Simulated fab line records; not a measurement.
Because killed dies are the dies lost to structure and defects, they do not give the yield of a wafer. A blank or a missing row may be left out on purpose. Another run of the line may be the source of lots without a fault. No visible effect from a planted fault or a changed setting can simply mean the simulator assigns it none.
fab line records	flow n5-finfet
[record] lots = 24	wafers = 72	last-day = 18
route steps=1938 shown BEOL_M5@1159 BEOL_M6@1196
lots with no fault: from the same line, run without faults
start-h: start of the lot's first displayed wafer, in hours after the record's first day	wait-h: hours elapsed since this lot's preceding step	" unchanged from the row above	L1.1+2: a single row standing in for several wafers	- no value, or no start was given	* or withheld: withheld	< > ~ a bound
route shown NAME@n: NAME is a module with steps in the file, n the number in the route of the first one	usual: mean and standard deviation over wafers with no fault	same: alike in all rows	chamber/n: place in a boat	sites: the reading at each site	_std_site: the standard deviation of these	_edge_site: the outer-site mean with the inner-site mean subtracted	radius-mm: how far each site lies from the wafer's centre	mask NAME#n: copy n	behind: the most recent tool/chamber to have shaped the wafer	hold: the reason the lot was held/the length of the hold in hours/how it ended	device: transistor that didn't switch, given as n, p or np	end of line: the route-end tests of the same wafers	step lacking rows: just its recipe	killed: at the first sort, the dies lost to defects and structure; wafer yield is something else	map: a wafer's dies, marking killed ones x, the rest . and places with no die _
set.NAME: the setting that was run; set.NAME@STEP: the one run at that earlier step	model.NAME: the simulator's own value behind a step, which no gauge read
steps of the route over a sample of lots; a table a step, a row a wafer
services: when a tool's chamber went out of use (start-h, in hours from the record's first day, below 0 if earlier), for how many hours, and the reason
[[steps]]
[step N5_BEOL_M5_STRIP_36]
[recipe] chemistry = N2/H2	power-w = 450	temp-c = 40	pressure-mtorr = 20	rf-frequency-hz = 6e+07	overash-fraction = 0.3	bias-power-w = 7	h2-frac = 0.5	n2-flow-sccm = 200	h2-flow-sccm = 200
[usual] drypump-motor-current-A = 5.9/0.52	oes-product-au = 0.79/0.083	rf-vpp-V = 59.3/1.5	showerhead-plenum-p-Torr = 2.57/0.085	throttle-valve-pct = 23.58/0.24
[same] overash-fraction = 0.3
lot.wafer	tool	chamber	start-h	wait-h	drypump-motor-current-A	oes-product-au	rf-hours-counter-h	rf-vpp-V	showerhead-plenum-p-Torr	throttle-valve-pct
L074.1	rie-diel-02	2	168.79	0.0	6.6	0.91	19	58.6	2.61	23.53
L074.3	"	3	"	"	6.6	0.93	26	60.4	2.71	23.43
L074.6	"	2	"	"	6.6	0.93	-	58.9	2.61	23.53
L075.1	rie-diel-03	3	178.87	0.0	5.6	0.87	33	57.9	2.70	23.44
L075.4	"	3	"	"	5.7	0.87	-	60.1	2.70	23.46
L075.5	"	1	"	"	6.0	0.74	-	58.5	2.41	23.65
L076.2	rie-diel-02	0	196.05	0.0	5.1	0.69	204	56.6	2.51	24.07
L076.3	"	3	"	"	6.6	0.91	33	61.6	2.71	23.49
L076.6	"	2	"	"	6.6	0.90	-	60.9	2.60	23.56
L077.1	rie-diel-02	2	201.92	0.0	6.6	0.90	30	59.3	2.60	23.57
L077.2	"	3	"	"	6.5	0.90	35	56.2	2.71	23.51
L077.4	"	1	"	"	5.4	0.85	70	59.5	2.57	23.26
L080.2	rie-diel-03	2	204.22	0.0	5.1	0.78	111	60.5	2.54	23.52
L080.3	"	1	"	"	6.0	0.74	177	61.2	2.41	23.64
L080.4	"	0	"	"	5.9	0.74	170	61.9	2.53	23.69
L079.1	rie-diel-03	0	211.09	0.0	5.9	0.74	171	58.5	2.53	23.71
L079.3	"	3	"	"	5.6	0.87	44	59.2	2.69	23.47
L079.5	"	1	"	"	6.0	0.74	-	61.2	2.41	23.64
L078.1	rie-diel-04	1	211.31	0.0	6.3	0.74	200	59.6	2.63	23.25
L078.2	"	0	"	"	5.6	0.71	193	57.8	2.50	23.76
L078.6	"	0	"	"	5.6	0.72	-	61.4	2.50	23.80
L081.1	rie-diel-02	0	217.15	0.0	5.1	0.69	211	59.4	2.51	24.07
L081.3	"	1	"	"	5.4	0.84	75	61.8	2.57	23.33
L081.6	"	2	"	"	6.6	0.89	-	59.6	2.60	23.53
L083.3	rie-diel-02	3	226.18	0.0	6.6	0.89	42	59.4	2.70	23.51
L083.4	"	0	"	"	5.2	0.69	214	60.4	2.50	24.07
L083.5	"	3	"	"	6.6	0.89	-	57.7	2.70	23.49
L082.2	rie-diel-02	2	227.60	0.0	6.6	0.88	37	59.7	2.60	23.54
L082.3	"	0	"	"	5.1	0.69	215	62.1	2.50	24.11
L082.6	"	0	"	"	5.1	0.69	-	61.4	2.50	24.08
L084.1	rie-diel-04	3	236.74	0.0	5.7	0.99	11	60.9	2.62	23.17
L084.2	"	1	"	"	6.3	0.73	207	56.8	2.63	23.23
L084.5	"	1	"	"	6.3	0.73	-	61.0	2.63	23.26
L085.2	rie-diel-03	1	236.78	0.0	6.0	0.74	186	57.9	2.41	23.65
L085.5	"	1	"	"	6.0	0.73	-	59.4	2.41	23.66
L085.6	"	3	"	"	5.7	0.86	-	58.4	2.69	23.47
L086.1	rie-diel-03	1	255.40	0.0	6.0	0.75	192	56.4	2.41	23.65
L086.2	"	3	"	"	5.6	0.85	57	60.8	2.68	23.46
L086.5	"	0	"	"	5.9	0.74	-	58.7	2.53	23.72
L087.2	rie-diel-04	2	255.99	0.0	5.7	0.70	176	56.1	2.62	23.73
L087.4	"	1	"	"	6.3	0.71	214	58.3	2.62	23.25
L087.6	"	0	"	"	5.6	0.70	-	57.4	2.49	23.78
L088.1	rie-diel-02	3	261.86	0.0	6.5	0.87	53	61.1	2.70	23.51
L088.5	"	2	"	"	6.6	0.87	-	60.1	2.59	23.58
L088.6	"	1	"	"	5.4	0.83	-	60.2	2.56	23.32
L089.2	rie-diel-03	1	261.98	0.0	6.0	0.73	194	57.6	2.40	23.65
L089.4	"	2	"	"	5.0	0.80	126	60.0	2.53	23.58
L089.6	"	1	"	"	6.0	0.74	-	59.7	2.40	23.65
L091.4	rie-diel-02	2	266.67	0.0	6.6	0.86	-	57.5	2.59	23.59
L091.5	"	0	"	"	5.1	0.69	-	58.6	2.50	24.09
L091.6	"	3	"	"	6.7	0.88	-	57.5	2.70	23.51
L090.1	rie-diel-04	3	270.51	0.0	5.8	0.95	22	60.7	2.61	23.13
L090.2	"	0	"	"	5.6	0.71	210	58.9	2.49	23.82
L090.6	"	1	"	"	6.3	0.72	-	60.5	2.62	23.25
L092.1	rie-diel-03	2	280.63	0.0	5.0	0.78	131	59.0	2.53	23.56
L092.2	"	3	"	"	5.6	0.84	64	59.6	2.68	23.50
L092.4	"	0	"	"	5.9	0.74	191	60.4	2.53	23.75
L093.1	rie-diel-04	3	294.19	0.0	5.8	0.93	30	59.0	2.61	23.19
L093.3	"	1	"	"	6.3	0.72	224	59.3	2.62	23.29
L093.4	"	0	"	"	5.6	0.69	218	56.3	2.49	23.80
L095.2	rie-diel-04	2	297.34	0.0	5.8	0.69	190	60.7	2.61	23.79
L095.4	"	1	"	"	6.3	0.70	226	61.1	2.62	23.28
L095.5	"	2	"	"	5.7	0.70	-	62.0	2.61	23.82
L094.1	rie-diel-03	0	314.57	0.0	5.9	0.73	202	58.5	2.52	23.73
L094.3	"	1	"	"	6.0	0.71	211	58.2	2.40	23.71
L094.6	"	2	"	"	5.0	0.77	-	60.6	2.53	23.59
L096.1	rie-diel-02	0	316.46	0.0	5.1	0.68	243	60.0	2.49	24.11
L096.4	"	1	"	"	5.4	0.79	108	59.2	2.56	23.32
L096.5	"	0	"	"	5.1	0.68	-	58.4	2.49	24.10
L097.1	rie-diel-02	1	321.35	0.0	5.4	0.80	110	61.5	2.56	23.31
L097.4	"	2	"	"	6.6	0.83	70	60.1	2.59	23.63
L097.6	"	0	"	"	5.1	0.68	-	58.4	2.49	24.11
[step N5_BEOL_M5_CURE_80]
[recipe] temp-c = 370	time-s = 120	ambient = DMADMS/He	material = SiCOH_lowk
[usual] lamp-power-pct = 52.32/0.052	wafer_temp_C_max = 371.9/0.93
lot.wafer	tool	chamber	start-h	wait-h	lamp-power-pct	wafer_temp_C_max
L074.1	uv-cure-01	2	169.18	0.0	52.21	371.3
L074.3	"	2	"	"	52.27	371.3
L074.6	"	2	"	"	52.36	371.0
L075.1	uv-cure-03	1	179.27	0.0	52.22	373.2
L075.4	"	1	"	"	52.29	372.8
L075.5	"	1	"	"	52.30	373.1
L076.2	uv-cure-02	0	196.49	0.1	52.30	372.7
L076.3	"	0	"	"	52.31	373.0
L076.6	"	0	"	"	52.27	372.5
L077.1	uv-cure-03	1	202.31	0.0	52.43	372.4
L077.2	"	1	"	"	52.29	373.1
L077.4	"	1	"	"	52.32	373.2
L080.2	uv-cure-01	0	204.71	0.1	52.28	371.1
L080.3	"	0	"	"	52.25	371.1
L080.4	"	0	"	"	52.41	371.4
L079.1	uv-cure-03	2	211.51	0.0	52.33	372.8
L079.3	"	2	"	"	52.33	372.6
L079.5	"	2	"	"	52.36	373.7
L078.1	uv-cure-02	1	211.70	0.0	52.38	371.7
L078.2	"	1	"	"	52.27	371.8
L078.6	"	1	"	"	52.32	371.2
L081.1	uv-cure-01	2	217.54	0.0	52.34	371.5
L081.3	"	2	"	"	52.35	370.8
L081.6	"	2	"	"	52.44	370.9
L083.3	uv-cure-01	2	226.67	0.1	52.31	371.0
L083.4	"	2	"	"	52.38	371.0
L083.5	"	2	"	"	52.35	371.1
L082.2	uv-cure-01	2	228.04	0.1	52.34	371.0
L082.3	"	2	"	"	52.25	371.5
L082.6	"	2	"	"	52.30	371.2
L084.1	uv-cure-01	2	237.12	0.0	52.34	371.6
L084.2	"	2	"	"	52.25	370.9
L084.5	"	2	"	"	52.36	371.3
L085.2	uv-cure-03	2	237.23	0.1	52.31	373.1
L085.5	"	2	"	"	52.29	373.2
L085.6	"	2	"	"	52.41	374.5
L086.1	uv-cure-03	0	255.78	0.0	52.36	371.1
L086.2	"	0	"	"	52.39	371.3
L086.5	"	0	"	"	52.25	371.3
L087.2	uv-cure-03	2	256.61	0.3	52.27	372.4
L087.4	"	2	"	"	52.31	372.8
L087.6	"	2	"	"	52.26	373.0
L088.1	uv-cure-02	1	262.25	0.0	52.33	371.2
L088.5	"	1	"	"	52.32	371.5
L088.6	"	1	"	"	52.28	371.3
L089.2	uv-cure-01	2	262.42	0.1	52.33	371.3
L089.4	"	2	"	"	52.35	370.9
L089.6	"	2	"	"	52.25	371.1
L091.4	uv-cure-02	0	267.19	0.2	52.42	372.9
L091.5	"	0	"	"	52.36	372.0
L091.6	"	0	"	"	52.40	371.5
L090.1	uv-cure-03	2	270.90	0.0	52.35	372.5
L090.2	"	2	"	"	52.33	372.7
L090.6	"	2	"	"	52.30	373.1
L092.1	uv-cure-01	0	281.03	0.0	52.31	371.1
L092.2	"	0	"	"	52.29	371.2
L092.4	"	0	"	"	52.34	371.5
L093.1	uv-cure-03	0	294.59	0.0	52.29	371.3
L093.3	"	0	"	"	52.34	371.2
L093.4	"	0	"	"	52.36	371.4
L095.2	uv-cure-02	2	297.78	0.1	52.37	371.4
L095.4	"	2	"	"	52.30	371.1
L095.5	"	2	"	"	52.27	371.4
L094.1	uv-cure-01	2	314.96	0.0	52.25	371.1
L094.3	"	2	"	"	52.22	371.5
L094.6	"	2	"	"	52.27	371.0
L096.1	uv-cure-03	1	316.85	0.0	52.31	374.3
L096.4	"	1	"	"	52.28	372.9
L096.5	"	1	"	"	52.27	373.7
L097.1	uv-cure-03	2	321.83	0.0	52.23	373.2
L097.4	"	2	"	"	52.39	373.2
L097.6	"	2	"	"	52.33	373.7
[step N5_BEOL_M5_SURFACE_TREAT_87]
[recipe] gas = Ar	time-s = *	ion-energy-ev = *	ion-current-ma-cm2 = 0.5	pressure-mtorr = *	ar-flow-sccm = 30
[usual] ar-flow-sccm = 29.99/0.098	throttle-valve-pct = *
lot.wafer	tool	chamber	start-h	wait-h	ar-flow-sccm	throttle-valve-pct
L074.1	pvd-sputter-03	-	170.18	0.4	29.94	*
L074.3	"	-	"	"	29.95	*
L074.6	"	-	"	"	29.90	*
L075.1	pvd-sputter-02	-	180.15	0.2	29.87	*
L075.4	"	-	"	"	30.11	*
L075.5	"	-	"	"	29.88	*
L076.2	pvd-sputter-02	-	198.23	1.3	29.99	*
L076.3	"	-	"	"	30.11	*
L076.6	"	-	"	"	29.98	*
L077.1	pvd-sputter-01	-	203.36	0.1	30.14	*
L077.2	"	-	"	"	29.90	*
L077.4	"	-	"	"	29.93	*
L080.2	pvd-sputter-02	-	206.21	0.4	30.03	*
L080.3	"	-	"	"	30.13	*
L080.4	"	-	"	"	30.03	*
L079.1	pvd-sputter-02	-	212.46	0.2	29.84	*
L079.3	"	-	"	"	30.12	*
L079.5	"	-	"	"	30.01	*
L078.1	pvd-sputter-02	-	212.50	0.2	29.94	*
L078.2	"	-	"	"	29.99	*
L078.6	"	-	"	"	29.88	*
L081.1	pvd-sputter-01	-	218.52	0.4	29.68	*
L081.3	"	-	"	"	30.00	*
L081.6	"	-	"	"	29.94	*
L083.3	pvd-sputter-01	-	228.32	0.1	29.99	*
L083.4	"	-	"	"	30.19	*
L083.5	"	-	"	"	30.09	*
L082.2	pvd-sputter-03	-	228.66	0.1	30.09	*
L082.3	"	-	"	"	29.89	*
L082.6	"	-	"	"	30.04	*
L084.1	pvd-sputter-03	-	237.82	0.2	29.97	*
L084.2	"	-	"	"	30.05	*
L084.5	"	-	"	"	29.95	*
L085.2	pvd-sputter-01	-	238.08	0.3	29.99	*
L085.5	"	-	"	"	30.06	*
L085.6	"	-	"	"	29.96	*
L086.1	pvd-sputter-03	-	256.61	0.2	30.07	*
L086.2	"	-	"	"	30.05	*
L086.5	"	-	"	"	30.14	*
L087.2	pvd-sputter-01	-	257.39	0.2	29.95	*
L087.4	"	-	"	"	30.13	*
L087.6	"	-	"	"	30.08	*
L088.1	pvd-sputter-02	-	263.14	0.2	30.03	*
L088.5	"	-	"	"	29.89	*
L088.6	"	-	"	"	29.95	*
L089.2	pvd-sputter-03	-	263.39	0.1	29.83	*
L089.4	"	-	"	"	29.97	*
L089.6	"	-	"	"	30.06	*
L091.4	pvd-sputter-02	-	268.27	0.1	29.97	*
L091.5	"	-	"	"	30.11	*
L091.6	"	-	"	"	30.08	*
L090.1	pvd-sputter-01	-	272.03	0.2	29.86	*
L090.2	"	-	"	"	30.10	*
L090.6	"	-	"	"	29.88	*
L092.1	pvd-sputter-01	-	283.25	0.2	29.93	*
L092.2	"	-	"	"	30.06	*
L092.4	"	-	"	"	30.09	*
L093.1	pvd-sputter-02	-	295.41	0.2	29.90	*
L093.3	"	-	"	"	30.04	*
L093.4	"	-	"	"	30.10	*
L095.2	pvd-sputter-03	-	299.17	0.2	30.11	*
L095.4	"	-	"	"	30.10	*
L095.5	"	-	"	"	29.93	*
L094.1	pvd-sputter-03	-	315.76	0.2	29.98	*
L094.3	"	-	"	"	29.99	*
L094.6	"	-	"	"	29.93	*
L096.1	pvd-sputter-01	-	317.79	0.1	29.91	*
L096.4	"	-	"	"	30.01	*
L096.5	"	-	"	"	29.97	*
L097.1	pvd-sputter-01	-	322.74	0.2	30.07	*
L097.4	"	-	"	"	30.03	*
L097.6	"	-	"	"	30.01	*
[step N5_BEOL_M6_THK_MEAS_01]
[recipe] reads = SiCOH_lowk_of_BEOL_M6_ILD_DEP_00
[usual] M6_ILD_THK = 155.5/2.3
lot.wafer	tool	chamber	start-h	wait-h	M6_ILD_THK[nm]
L074.1	film-metro-01	-	176.63	0.4	154.3
L074.3	"	-	"	"	152.3
L074.6	"	-	"	"	155.8
L075.1	film-metro-02	-	186.56	0.4	153.8
L075.4	"	-	"	"	155.5
L075.5	"	-	"	"	156.4
L076.2	film-metro-02	-	204.91	0.4	155.8
L076.3	"	-	"	"	155.4
L076.6	"	-	"	"	159.9
L077.1	film-metro-01	-	209.90	0.4	153.8
L077.2	"	-	"	"	153.6
L077.4	"	-	"	"	154.2
L080.2	film-metro-01	-	213.09	0.4	154.4
L080.3	"	-	"	"	156.0
L080.4	"	-	"	"	156.3
L079.1	film-metro-02	-	219.07	0.4	155.2
L079.3	"	-	"	"	157.9
L079.5	"	-	"	"	158.0
L078.1	film-metro-02	-	221.52	0.4	153.9
L078.2	"	-	"	"	154.2
L078.6	"	-	"	"	155.9
L081.1	film-metro-02	-	225.61	0.4	155.0
L081.3	"	-	"	"	151.9
L081.6	"	-	"	"	157.2
L083.3	film-metro-02	-	234.69	0.3	152.8
L083.4	"	-	"	"	156.2
L083.5	"	-	"	"	154.9
L082.2	film-metro-01	-	235.24	0.4	155.7
L082.3	"	-	"	"	157.8
L082.6	"	-	"	"	157.7
L084.1	film-metro-01	-	244.41	0.4	155.4
L084.2	"	-	"	"	156.8
L084.5	"	-	"	"	159.8
L085.2	film-metro-02	-	245.58	0.4	156.9
L085.5	"	-	"	"	160.3
L085.6	"	-	"	"	158.4
L086.1	film-metro-01	-	263.06	0.4	151.2
L086.2	"	-	"	"	150.6
L086.5	"	-	"	"	152.3
L087.2	film-metro-01	-	264.28	0.7	154.2
L087.4	"	-	"	"	154.4
L087.6	"	-	"	"	157.1
L088.1	film-metro-01	-	269.95	0.8	150.7
L088.5	"	-	"	"	155.6
L088.6	"	-	"	"	154.2
L089.2	film-metro-01	-	271.03	0.4	154.1
L089.4	"	-	"	"	155.9
L089.6	"	-	"	"	157.8
L091.4	film-metro-02	-	275.21	0.4	160.0
L091.5	"	-	"	"	158.0
L091.6	"	-	"	"	158.3
L090.1	film-metro-01	-	278.70	0.4	156.1
L090.2	"	-	"	"	154.6
L090.6	"	-	"	"	160.1
L092.1	film-metro-01	-	289.57	0.4	155.3
L092.2	"	-	"	"	156.3
L092.4	"	-	"	"	156.8
L093.1	film-metro-02	-	301.76	0.4	154.7
L093.3	"	-	"	"	154.6
L093.4	"	-	"	"	156.6
L095.2	film-metro-01	-	305.62	0.4	153.0
L095.4	"	-	"	"	159.7
L095.5	"	-	"	"	154.0
L094.1	film-metro-01	-	322.11	0.4	154.3
L094.3	"	-	"	"	153.7
L094.6	"	-	"	"	156.7
L096.1	film-metro-02	-	325.28	0.8	155.4
L096.4	"	-	"	"	158.0
L096.5	"	-	"	"	156.3
L097.1	film-metro-02	-	329.31	0.4	151.3
L097.4	"	-	"	"	156.1
L097.6	"	-	"	"	152.8
[step N5_BEOL_M6_HM_DEP_02]
[recipe] material = TiN	target-thk-a = 200	temp-c = 25	chamber-pressure-pa = 0.49996
[usual] chamber-pressure-pa = 0.4999/0.0011	throttle-valve-pct = 29.9/1.5
lot.wafer	tool	chamber	start-h	wait-h	chamber-pressure-pa	throttle-valve-pct
L074.1	pvd-sputter-02	-	178.47	1.8	0.5001	29.2
L074.3	"	-	"	"	0.4996	31.1
L074.6	"	-	"	"	0.5003	30.9
L075.1	pvd-sputter-02	-	187.56	0.9	0.4997	28.6
L075.4	"	-	"	"	0.5018	30.9
L075.5	"	-	"	"	0.5012	30.9
L076.2	pvd-sputter-03	-	205.60	0.6	0.4997	31.9
L076.3	"	-	"	"	0.4993	30.8
L076.6	"	-	"	"	0.4991	31.6
L077.1	pvd-sputter-02	-	211.38	1.4	0.4996	32.3
L077.2	"	-	"	"	0.5001	28.3
L077.4	"	-	"	"	0.4985	30.8
L080.2	pvd-sputter-02	-	213.98	0.8	0.5008	30.7
L080.3	"	-	"	"	0.5004	32.5
L080.4	"	-	"	"	0.4993	29.3
L079.1	pvd-sputter-03	-	219.16	0.0	0.5013	30.9
L079.3	"	-	"	"	0.5001	27.7
L079.5	"	-	"	"	0.5027	27.7
L078.1	pvd-sputter-01	-	222.23	0.7	0.4984	30.5
L078.2	"	-	"	"	0.4983	29.1
L078.6	"	-	"	"	0.4975	29.3
L081.1	pvd-sputter-03	-	225.75	0.1	0.4999	31.7
L081.3	"	-	"	"	0.5000	31.1
L081.6	"	-	"	"	0.4994	31.7
L083.3	pvd-sputter-03	-	236.62	1.9	0.4992	28.6
L083.4	"	-	"	"	0.4975	27.8
L083.5	"	-	"	"	0.4985	27.7
L082.2	pvd-sputter-03	-	236.92	1.6	0.4996	30.7
L082.3	"	-	"	"	0.4989	31.7
L082.6	"	-	"	"	0.5013	28.5
L084.1	pvd-sputter-03	-	246.11	1.6	0.4991	27.8
L084.2	"	-	"	"	0.5001	31.0
L084.5	"	-	"	"	0.5002	31.7
L085.2	pvd-sputter-03	-	246.32	0.7	0.4999	31.7
L085.5	"	-	"	"	0.4998	27.8
L085.6	"	-	"	"	0.4991	28.4
L086.1	pvd-sputter-02	-	263.18	0.1	0.4981	28.3
L086.2	"	-	"	"	0.4994	32.7
L086.5	"	-	"	"	0.4982	28.4
L087.2	pvd-sputter-02	-	265.39	1.1	0.5000	30.9
L087.4	"	-	"	"	0.5001	29.1
L087.6	"	-	"	"	0.4980	28.6
L088.1	pvd-sputter-03	-	271.21	1.2	0.5017	31.5
L088.5	"	-	"	"	0.4999	31.4
L088.6	"	-	"	"	0.5007	28.4
L089.2	pvd-sputter-01	-	271.41	0.3	0.5000	29.8
L089.4	"	-	"	"	0.5012	30.5
L089.6	"	-	"	"	0.4984	29.7
L091.4	pvd-sputter-03	-	275.63	0.4	0.5009	28.6
L091.5	"	-	"	"	0.5005	28.7
L091.6	"	-	"	"	0.5010	27.9
L090.1	pvd-sputter-01	-	279.65	0.9	0.4991	29.4
L090.2	"	-	"	"	0.5008	29.9
L090.6	"	-	"	"	0.4988	30.1
L092.1	pvd-sputter-01	-	291.18	1.5	0.4989	29.1
L092.2	"	-	"	"	0.5007	29.8
L092.4	"	-	"	"	0.4998	29.6
L093.1	pvd-sputter-02	-	302.52	0.7	0.4990	28.9
L093.3	"	-	"	"	0.5015	32.7
L093.4	"	-	"	"	0.4983	28.3
L095.2	pvd-sputter-02	-	306.02	0.3	0.4994	32.6
L095.4	"	-	"	"	0.4992	28.7
L095.5	"	-	"	"	0.4977	28.5
L094.1	pvd-sputter-03	-	322.45	0.3	0.4994	31.2
L094.3	"	-	"	"	0.5005	27.7
L094.6	"	-	"	"	0.4981	31.6
L096.1	pvd-sputter-01	-	327.89	2.6	0.4982	29.8
L096.4	"	-	"	"	0.4996	29.5
L096.5	"	-	"	"	0.5003	29.2
L097.1	pvd-sputter-03	-	330.98	1.6	0.4998	28.1
L097.4	"	-	"	"	0.4982	31.5
L097.6	"	-	"	"	0.4988	31.1
[step N5_BEOL_M6_CD_MEAS_11]
[recipe] target-cd-nm = 38.5	landing-energy-ev = 500	detector = se-inlens	polarity = opening
[usual] cd-nm = 38.4/0.5
lot.wafer	tool	chamber	start-h	wait-h	cd-nm
L074.1	cd-sem-03	0	178.97	-	38.2
L074.3	"	0	"	"	37.9
L074.6	"	0	"	"	38.8
L075.1	cd-sem-01	0	188.06	-	37.8
L075.4	"	0	"	"	38.7
L075.5	"	0	"	"	38.5
L076.2	cd-sem-01	0	206.10	-	38.8
L076.3	"	0	"	"	37.7
L076.6	"	0	"	"	38.1
L077.1	cd-sem-03	0	211.75	-	38.3
L077.2	"	0	"	"	38.3
L077.4	"	0	"	"	38.3
L080.2	cd-sem-02	0	214.35	-	38.2
L080.3	"	0	"	"	37.6
L080.4	"	0	"	"	39.2
L079.1	cd-sem-01	0	219.54	-	39.2
L079.3	"	0	"	"	38.6
L079.5	"	0	"	"	39.2
L078.1	cd-sem-02	0	222.72	-	38.8
L078.2	"	0	"	"	38.9
L078.6	"	0	"	"	38.9
L081.1	cd-sem-02	0	226.12	-	37.9
L081.3	"	0	"	"	38.1
L081.6	"	0	"	"	37.7
L083.3	cd-sem-01	0	237.12	-	38.2
L083.4	"	0	"	"	38.8
L083.5	"	0	"	"	38.2
L082.2	cd-sem-02	0	237.29	-	38.2
L082.3	"	0	"	"	38.6
L082.6	"	0	"	"	39.1
L084.1	cd-sem-03	0	246.50	-	37.8
L084.2	"	0	"	"	38.4
L084.5	"	0	"	"	36.8
L085.2	cd-sem-02	0	246.70	-	38.2
L085.5	"	0	"	"	38.6
L085.6	"	0	"	"	39.2
L086.1	cd-sem-03	0	263.69	-	38.3
L086.2	"	0	"	"	38.0
L086.5	"	0	"	"	38.1
L087.2	cd-sem-01	0	265.89	-	37.4
L087.4	"	0	"	"	38.4
L087.6	"	0	"	"	38.3
L088.1	cd-sem-01	0	271.59	-	38.0
L088.5	"	0	"	"	38.4
L088.6	"	0	"	"	38.3
L089.2	cd-sem-03	0	271.91	-	39.7
L089.4	"	0	"	"	38.8
L089.6	"	0	"	"	39.2
L091.4	cd-sem-01	0	276.14	-	37.7
L091.5	"	0	"	"	38.0
L091.6	"	0	"	"	38.1
L090.1	cd-sem-01	0	280.15	-	38.1
L090.2	"	0	"	"	39.1
L090.6	"	0	"	"	38.8
L092.1	cd-sem-01	0	291.67	-	39.1
L092.2	"	0	"	"	38.3
L092.4	"	0	"	"	38.7
L093.1	cd-sem-03	0	303.02	-	37.9
L093.3	"	0	"	"	39.0
L093.4	"	0	"	"	38.5
L095.2	cd-sem-03	0	306.40	-	37.6
L095.4	"	0	"	"	38.4
L095.5	"	0	"	"	38.4
L094.1	cd-sem-03	0	322.95	-	38.5
L094.3	"	0	"	"	38.0
L094.6	"	0	"	"	38.8
L096.1	cd-sem-02	0	328.39	-	38.0
L096.4	"	0	"	"	38.9
L096.5	"	0	"	"	38.9
L097.1	cd-sem-01	0	331.35	-	38.1
L097.4	"	0	"	"	38.0
L097.6	"	0	"	"	38.7
[[services]]
tool	chamber	start-h	hours	kind
uv-cure-01	-	149.07	7.5	pm
pvd-sputter-03	-	149.97	2.2	repair
rie-diel-03	-	163.99	0.5	repair
rie-diel-03	2	175.88	5.3	repair
rie-diel-04	3	179.20	-	clean
rie-diel-04	3	179.20	-	consumable-replace:focus-ring
rie-diel-04	3	179.20	17.8	scheduled-down
rie-diel-04	3	179.20	17.8	vent-cycle
rie-diel-02	3	190.09	4.6	repair
rie-diel-03	0	236.50	2.5	repair
rie-diel-04	1	264.02	3.2	repair
rie-diel-02	1	266.25	1.6	repair
uv-cure-03	-	278.67	7.5	pm
uv-cure-01	-	293.82	5.0	pm
pvd-sputter-01	-	297.03	20.4	repair
rie-diel-04	-	301.12	28.1	pm
rie-diel-02	0	307.62	3.9	repair
[[key]]
fault none
